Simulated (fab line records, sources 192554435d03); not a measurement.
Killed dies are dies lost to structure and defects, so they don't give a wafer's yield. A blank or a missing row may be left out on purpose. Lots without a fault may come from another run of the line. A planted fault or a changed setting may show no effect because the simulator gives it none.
Split-lot experiment | flow n5_finfet | 7 lots, 21 wafers read, on a route of 1938 steps

THE SPLIT
At N5_WELL_APT_COAT_19 (resist thk 950 nm), the setting spin_rpm was moved away from the recipe's 1357 rpm on 5 of the 21 wafers read, by -8.2% to +9.1%. The other wafers ran this setting at the recipe's value.

The reading is taken at the split's own step.

THE READING
coat_of_WELL_APT_COAT_19.thk_nm (the simulator's own value, which no gauge read), in nm, at N5_WELL_APT_COAT_19 (resist thk 950 nm). The file gives no usual value for it. The 16 wafers here that ran the recipe average 952.0 nm, standard deviation 3 nm.

wafer  | tool, chamber at the split | spin_rpm as run, rpm | against the recipe | coat_of_WELL_APT_COAT_19.thk_nm, nm | against lot-mates on the recipe
L074.2 | litho_track-04, 0          | 1357                 | recipe             | 949.9                               | -
L074.3 | litho_track-04, 0          | 1357                 | recipe             | 948.9                               | -
L074.6 | litho_track-04, 0          | 1357                 | recipe             | 950.2                               | -
L075.3 | litho_track-04, 0          | 1357                 | recipe             | 953.9                               | -
L075.4 | litho_track-04, 0          | 1357                 | recipe             | 953.2                               | -
L075.6 | litho_track-04, 0          | 1357                 | recipe             | 953.7                               | -
L083.3 | litho_track-02, 0          | 1357                 | recipe             | 951.9                               | -
L083.4 | litho_track-02, 0          | 1481                 | +9.1%              | 911                                 | -40.9
L083.5 | litho_track-02, 0          | 1481                 | +9.1%              | 911.3                               | -40.6
L086.1 | litho_track-04, 0          | 1357                 | recipe             | 956.9                               | -
L086.2 | litho_track-04, 0          | 1357                 | recipe             | 952.9                               | -
L086.4 | litho_track-04, 0          | 1357                 | recipe             | 955.6                               | -
L087.4 | litho_track-02, 0          | 1478                 | +8.9%              | 909.4                               | -39.7
L087.5 | litho_track-02, 0          | 1357                 | recipe             | 949.1                               | -
L087.6 | litho_track-02, 0          | 1478                 | +8.9%              | 912.2                               | -36.9
L091.2 | litho_track-02, 0          | 1357                 | recipe             | 955.3                               | -
L091.3 | litho_track-02, 0          | 1357                 | recipe             | 955.1                               | -
L091.5 | litho_track-02, 0          | 1246                 | -8.2%              | 998.5                               | +43.3
L093.3 | litho_track-04, 0          | 1357                 | recipe             | 950                                 | -
L093.5 | litho_track-04, 0          | 1357                 | recipe             | 945.8                               | -
L093.6 | litho_track-04, 0          | 1357                 | recipe             | 948.8                               | -

THE FIT
A straight line over all 21 wafers: coat_of_WELL_APT_COAT_19.thk_nm changes by -4.79 nm for each +1% of spin_rpm; r = -0.99; the points scatter about the line by 3.3 nm.
The same after taking each lot's own level away (the mean of its wafers on the recipe; 21 wafers): -4.58 nm for each +1%; r = -1.00; scatter 1.8 nm.
On that fit, the largest move of spin_rpm shifts the reading by 42 nm.
The lots' own levels span 948.20 to 955.20 nm, that is 2.3 times the standard deviation above.
So the lot-to-lot level changes the slope little: the two slopes agree.
Check: with one of the wafers moved furthest among these (+9.1%) left out of the fit, the line predicts -41.3 nm for it against its lot-mates. It came out at -40.9 nm against them.

OTHER SPLITS ON THESE WAFERS
These wafers also went through other splits before the reading. Each is held against what the fit with the lots' levels taken away leaves over:
other split on the same wafers          | wafers away from the commonest value | r with coat_of_WELL_APT_COAT_19.thk_nm (lot level and that fit taken away)
N5_ZERO_LAYER_DEVELOP_10 develop_time_s | 7                                    | -0.22
N5_WELL_APT_COAT_02 spin_rpm            | 11                                   | +0.36

THE FILE'S OWN FIT
coat_of_WELL_APT_COAT_19.thk_nm changes by -4.65 nm for each +1% of spin_rpm, r = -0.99.
